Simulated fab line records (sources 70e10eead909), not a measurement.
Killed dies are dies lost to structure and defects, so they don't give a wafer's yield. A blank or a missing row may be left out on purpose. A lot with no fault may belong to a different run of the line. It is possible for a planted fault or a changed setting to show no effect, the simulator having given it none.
fab line records	flow nand_harc
[record] lots = 5	wafers = 15	last_day = 24
route steps=1159 shown A_WL_FILL@828 A_CONTACT@840 END@1159
lots untouched by any fault: they come from a run of this same line in which no faults occurred
start_h: hours from the record's opening day to when the first of the lot's shown wafers began	wait_h: hours elapsed since this lot's preceding step	" the same as in the row above	L1.1+2: several wafers, shown together as one row	- no value, or no start given	* or withheld: withheld	< > ~ a bound
route shown NAME@n: NAME is a module with steps in the file, n the number in the route of the first one	usual: mean and standard deviation over wafers with no fault	same: alike in all rows	chamber/n: place in a boat	sites: the reading at each site	_std_site: standard deviation across them	_edge_site: the outer-site mean with the inner-site mean subtracted	radius_mm: for every site, how far away it sits from the centre of the wafer	mask NAME#n: copy n	behind: the last tool/chamber to shape the wafer	hold: why the lot went on hold/how many hours it stayed there/how the hold came to an end	device: whichever transistor did not switch (one of n, p or np)	end of line: the same wafers' tests at the end of the route	for a step that has no rows: nothing shown but its recipe	killed: dies lost to structure and defects at the first sort, not the wafer's yield	map: shows each die of a wafer: x if killed, . if not, _ if none is there
set.NAME: the setting that was run; set.NAME@STEP: the one run at that earlier step	model.NAME: the simulator's own value behind a step, which no gauge read
lots seen at some steps along the route; tables by step, rows by wafer
services: the hour from which a tool's chamber was out of use, counted from the record's first day as start_h (under 0 if before that day), plus the number of hours and why
[[steps]]
[step NHARC_A_WL_FILL_CVD_23]
[recipe] target_thk_a = 400	temp_c = 620	pressure_mtorr = 200	time_s = 800	material = poly-Si
[step NHARC_A_WL_FILL_ETCHBACK_26]
[recipe] target_depth_a = 520	time_s = 13.3	hbr_flow_sccm = 150	rf_w = 350	icp_w = 350	bias_w = 60	chemistry = HBr
[usual] drypump_motor_current_A = 5.8/0.4	oes_product_au = 0.997/0.013	throttle_valve_pct = 23.266/0.0091
lot.wafer	tool	chamber	start_h	wait_h	drypump_motor_current_A	oes_product_au	rf_hours_counter_h	throttle_valve_pct
L946.4	rie_si-06	3	356.42	0.4	5.0	1.003	1.2	23.273
L946.3	"	0	"	"	5.9	0.988	1.0	23.274
L946.2	"	2	"	"	5.9	0.976	1.2	23.268
L956.3	rie_si-01	2	414.18	0.4	6.3	1.000	0.7	23.277
L956.2	"	1	"	"	5.8	1.011	0.6	23.268
L956.6	"	2	"	"	6.3	1.003	-	23.268
L965.4	rie_si-01	1	456.48	0.4	5.9	1.013	0.8	23.273
L965.2	"	3	"	"	5.7	1.004	1.1	23.270
L965.3	"	0	"	"	6.2	0.965	0.8	23.272
L967.4	rie_si-02	3	484.94	0.4	5.7	0.985	0.6	23.258
L967.1	"	2	"	"	5.0	0.997	0.8	23.267
L967.5	"	3	"	"	5.7	0.995	-	23.267
L968.1	rie_si-02	1	498.05	0.4	6.2	1.008	0.8	23.252
L968.2	"	2	"	"	5.0	0.986	0.8	23.254
L968.5	"	1	"	"	6.2	1.007	-	23.253
[step NHARC_A_WL_FILL_PRECLEAN_30]
[recipe] time_s = 10	chemistry = dHF
[step NHARC_A_WL_FILL_SRD_14]
[step NHARC_A_WL_FILL_ALD_19]
[recipe] target_thk_a = 20	pulse_time_s = 3	ald_cycles = 100	temp_c = 450	material = TiN
[usual] heater_power_w = 1085/100	precursor_pulse_height_rel = 1.002/0.02
[same] pulse_time_s = 3
lot.wafer	tool	chamber	start_h	wait_h	heater_power_w	precursor_pulse_height_rel
L946.3	ald_metal-01	3	356.68	0.1	958	0.997
L946.2	"	0	"	"	1088	0.982
L946.4	"	1	"	"	961	1.033
L956.3	ald_metal-03	0	414.49	0.1	1183	1.021
L956.2	"	1	"	"	1155	0.991
L956.6	"	2	"	"	1133	0.995
L965.3	ald_metal-04	3	456.75	0.1	890	1.011
L965.2	"	0	"	"	1049	1.028
L965.4	"	1	"	"	1128	1.001
L967.4	ald_metal-01	1	485.24	0.1	900	1.031
L967.1	"	3	"	"	914	0.969
L967.5	"	0	"	"	1051	0.996
L968.1	ald_metal-01	0	498.31	0.1	1021	1.026
L968.2	"	3	"	"	948	1.011
L968.5	"	1	"	"	932	0.999
[step NHARC_A_WL_FILL_CVD_20]
[recipe] target_thk_a = 750	temp_c = 300	pressure_torr = 40	wf6_flow_sccm = 40	h2_flow_sccm = 1600	ar_flow_sccm = 1560	time_s = 5064	material = W
[usual] heater_power_w = 452/26	throttle_valve_pct = 8.13/0.25
lot.wafer	tool	chamber	start_h	wait_h	heater_power_w	throttle_valve_pct
L946.2	cvd_w-01	1	-	-	483	8.05
L946.3	"	0	"	"	414	8.15
L946.4	"	1	"	"	480	8.65
L956.2	cvd_w-02	1	-	-	454	7.99
L956.3	"	1	"	"	440	7.69
L956.6	"	0	"	"	463	7.96
L965.2	cvd_w-01	0	-	-	420	8.20
L965.3	"	0	"	"	411	8.17
L965.4	"	0	"	"	419	8.42
L967.1	cvd_w-02	1	-	-	442	7.93
L967.4	"	1	"	"	441	7.76
L967.5	"	1	"	"	447	7.74
L968.2	cvd_w-02	1	-	-	447	7.83
L968.1	"	0	"	"	466	8.31
L968.5	"	0	"	"	468	8.08
[step NHARC_A_WL_FILL_CMP_12]
[recipe] t_overpolish_s = 30	target_thk_nm = 75
[usual] motor_current_A = 12.3/1.2	overpolish_run_s = 29.999/0.0087	retaining_ring_pressure_frac = 1.000/0.0054	time_to_endpoint_s = 14.5/2.6
lot.wafer	tool	chamber	start_h	wait_h	motor_current_A	overpolish_run_s	retaining_ring_pressure_frac	time_to_endpoint_s
L946.3	cmp-02	2	365.12	2.9	12.4	30.001	1.005	14.4
L946.2	"	3	"	"	12.9	30.008	1.003	13.5
L946.4	"	0	"	"	12.1	30.009	0.998	14.1
L956.3	cmp-04	2	421.68	2.9	10.8	29.992	1.005	15.6
L956.2	"	3	"	"	11.3	30.007	0.998	12.9
L956.6	"	3	"	"	11.3	30.001	0.998	12.5
L965.3	cmp-03	3	467.35	4.9	11.4	29.995	0.995	16.1
L965.2	"	1	"	"	10.8	29.992	1.005	12.4
L965.4	"	2	"	"	13.9	29.991	0.998	17.9
L967.4	cmp-04	3	490.90	2.9	11.2	29.987	1.009	12.7
L967.1	"	0	"	"	11.8	30.002	0.995	17.2
L967.5	"	3	"	"	10.9	29.992	1.008	11.4
L968.2	cmp-03	1	504.57	4.3	10.6	30.006	0.999	12.5
L968.1	"	3	"	"	11.5	30.002	1.004	14.3
L968.5	"	0	"	"	13.7	30.001	1.004	15.5
[step NHARC_A_WL_FILL_SRD_31]
[step NHARC_A_WL_FILL_INSPECT_15]
[usual] raw_defect_count = 364/110
lot.wafer	tool	chamber	start_h	wait_h	raw_defect_count
L946.2	defect_inspect-01	-	365.58	0.0	368
L946.3	"	-	"	"	361
L946.4	"	-	"	"	370
L956.2	defect_inspect-01	-	422.17	0.0	320
L956.3	"	-	"	"	396
L956.6	"	-	"	"	286
L965.2	defect_inspect-02	-	467.84	0.0	479
L965.3	"	-	"	"	364
L965.4	"	-	"	"	278
L967.1	defect_inspect-02	-	491.38	0.0	225
L967.4	"	-	"	"	492
L967.5	"	-	"	"	276
L968.1	defect_inspect-02	-	505.04	0.0	355
L968.2	"	-	"	"	320
L968.5	"	-	"	"	402
[step NHARC_A_CONTACT_DEP_24]
[recipe] target_thk_a = 5000	temp_c = 400	pressure_torr = 6.5	rf_w = 900	teos_flow_sccm = 161.4	flow_sccm = 2650	target_thk_nm = 500	gas = O2	material = SiO2
[usual] heater_power_w = 541/94	rf_fwd_power_W = 898.8/2.9	showerhead_vpp_V = 1863/120	throttle_valve_pct = 15.6/0.82
lot.wafer	tool	chamber	start_h	wait_h	heater_power_w	rf_fwd_power_W	showerhead_vpp_V	throttle_valve_pct
L946.2	pecvd-01	0	365.65	0.1	508	900.0	1790	16.7
L946.3	"	2	"	"	566	897.3	1794	17.4
L946.4	"	0	"	"	526	898.5	1814	16.6
L956.2	pecvd-02	0	422.28	0.1	483	904.0	1719	15.0
L956.3	"	1	"	"	448	896.5	1854	14.4
L956.6	"	2	"	"	628	540.6	1341	15.2
L965.3	pecvd-04	1	467.91	0.1	644	901.2	1945	15.5
L965.2	"	2	"	"	692	896.5	2059	16.1
L965.4	"	1	"	"	672	903.6	1971	15.5
L967.1	pecvd-04	1	491.45	0.1	549	900.2	1946	15.4
L967.5	"	1	"	"	592	894.9	1979	15.4
L967.4	"	2	"	"	631	894.8	2050	16.3
L968.1	pecvd-02	1	505.10	0.1	448	894.8	1878	14.8
L968.2	"	2	"	"	546	896.4	1731	15.1
L968.5	"	2	"	"	572	895.2	1718	15.6
[step NHARC_END_SORT_01]
[recipe] temp_c = 25
[usual] killed_at_array = 24/8.4	killed_at_other = 0.7/1.1	killed_at_periphery = 2.9/1.7	killed_dies = 27/8.6	killed_open = 3.3/1.8	killed_short = 1.8/1.4
[same] gross_dies = 677
lot.wafer	tool	chamber	start_h	wait_h	killed_at_array	killed_at_other	killed_at_periphery	killed_dies	killed_open	killed_short
L968.1	prober-01	0	575.06	2.5	15	0	5	20	3	0
L968.2	prober-01	0	575.85	2.8	11	0	5	16	2	1
L968.5	prober-01	0	578.23	3.7	17	1	2	20	6	2
// killed by level:class
L968.1 A_CHANNEL_HOLE_D1:chamber_film_flake=8 A_STAIRCASE:chamber_film_flake=2 P_CONTACT:geometric_particle:open=1 P_M2:geometric_particle:open=1 A_BLC:geometric_particle:open=1 P_ZERO_WELL:chamber_film_flake=1 P_M2:chamber_film_flake=1 P_BONDPAD:chamber_film_flake=1
L968.2 A_CHANNEL_HOLE_D1:chamber_film_flake=6 P_M2:chamber_film_flake=4 A_CONTACT:chamber_film_flake=2 P_CONTACT:geometric_particle:open=1 A_CONTACT:geometric_particle:short=1 A_M0:geometric_particle:open=1 A_WL_FILL:chamber_film_flake=1
L968.5 A_CHANNEL_HOLE_D1:chamber_film_flake=7 A_CONTACT:geometric_particle:open=2 A_CONTACT:chamber_film_flake=2 P_STI:geometric_particle:short=1 P_GATE:geometric_particle:open=1 A_CHANNEL_HOLE_D1:geometric_particle:open=1 A_CHANNEL_FILL_D1:geometric_particle:open=1 A_WL_FILL:geometric_particle:short=1
[[services]]
tool	chamber	start_h	hours	kind
pecvd-02	-	334.00	13.0	pm
pecvd-04	-	335.24	0.7	repair
rie_si-02	2	343.11	8.2	repair
cvd_w-02	1	345.76	4.9	repair
cmp-03	-	352.17	4.0	pm
ald_metal-01	1	365.15	8.1	repair
pecvd-04	-	376.32	13.0	pm
cvd_w-02	-	379.53	13.0	pm
cmp-03	-	385.61	0.4	repair
rie_si-02	-	388.00	9.0	pm
cmp-04	-	399.20	4.0	pm
pecvd-02	2	403.67	6.9	repair
pecvd-02	2	411.58	6.3	repair
rie_si-02	1	417.87	4.0	repair
cmp-03	-	421.16	0.7	repair
cmp-03	-	438.71	4.2	repair
cmp-03	-	446.75	0.5	repair
cmp-03	-	450.17	4.0	pm
ald_metal-01	-	458.00	10.0	pm
cmp-03	-	463.04	2.2	repair
cvd_w-01	-	476.13	13.0	pm
rie_si-01	-	481.00	9.0	pm
cmp-04	-	497.20	4.0	pm
ald_metal-01	2	501.77	5.0	repair
[[key]]
[first_sign] step = NHARC_A_CONTACT_DEP_24	reading = rf_fwd_power_W	direction = down	sigmas = 99+	usual = *	struck = *
[effect] step = NHARC_A_CONTACT_DEP_24	reading = showerhead_vpp_V	direction = down	sigmas = 4.2	usual = 1863	struck = 1341
met_at NHARC_A_CONTACT_DEP_24
struck_wafers L956.6
tester_left_out L956
[fault] kind = process_parameter_drift	tool = pecvd-02	chamber = 2	onset_h = 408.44	steps = NHARC_A_CONTACT_DEP_24	channel = rf_w	offset = *	shape = step	end_h = 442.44	acts_in = *	stated = *
// tester_left_out: of these lots the tester's yield and bins aren't shown, on N5 and GAA mostly nor the transistor test; their killed dies are dies lost to structure and defects alone, not to doping, threshold or leakage, so they don't give the yield
